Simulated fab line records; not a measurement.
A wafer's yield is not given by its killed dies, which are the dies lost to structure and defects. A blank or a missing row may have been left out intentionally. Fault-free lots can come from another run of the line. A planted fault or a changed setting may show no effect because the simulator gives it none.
Matching of chambers | flow n5-finfet | N5_BEOL_M0_DEP_125 on pecvd-04 has 3 sister chambers
The step deposits SiCN from 3MS/NH3, target thk 8 nm, time 14 s. 3 wafers are shown with their chamber, then 8 later ones without.

== WAFERS, EACH WITH ITS CHAMBER ==
wafer  | chamber | showerhead-plenum-p-Torr (Torr)
L089.4 | 1       | 3.689
L089.5 | 0       | 3.666
L095.2 | 2       | 3.664

== WAFERS MISSING THEIR CHAMBER ==
wafer  | showerhead-plenum-p-Torr (Torr)
L095.3 | 3.682
L095.4 | 3.698
L096.2 | 3.656
L096.4 | 3.669
L096.6 | 3.669
L097.3 | 3.668
L097.5 | 3.664
L097.6 | 3.685

== WHICH CHAMBER EACH WENT THROUGH ==
wafer  | from the rows above     | in truth
L095.3 | can't be placed: 1 or 0 | 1
L095.4 | 1                       | 1
L096.2 | can't be placed: 2 or 0 | 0
L096.4 | can't be placed: 0 or 2 | 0
L096.6 | can't be placed: 0 or 2 | 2
L097.3 | can't be placed: 0 or 2 | 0
L097.5 | can't be placed: 2 or 0 | 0
L097.6 | 1                       | 1
Correct placement for 2 of the 8. From these rows, 6 cannot be placed; in 6 the true chamber is one of the candidates. 0 placed wrongly.
How it was worked out, from the rows above alone: a wafer's distance from a chamber is the root of the sum, over the readings, of the square of ((its reading less the chamber's mean) divided by the reading's scatter). If the next closest chamber is less than 2 further off than the closest, the wafer can't be placed; otherwise it belongs to the closest. A chamber's mean is the mean of its shown wafers. The scatter: root of mean squared gap, hidden wafer to nearest shown wafer, with one shown wafer a chamber.
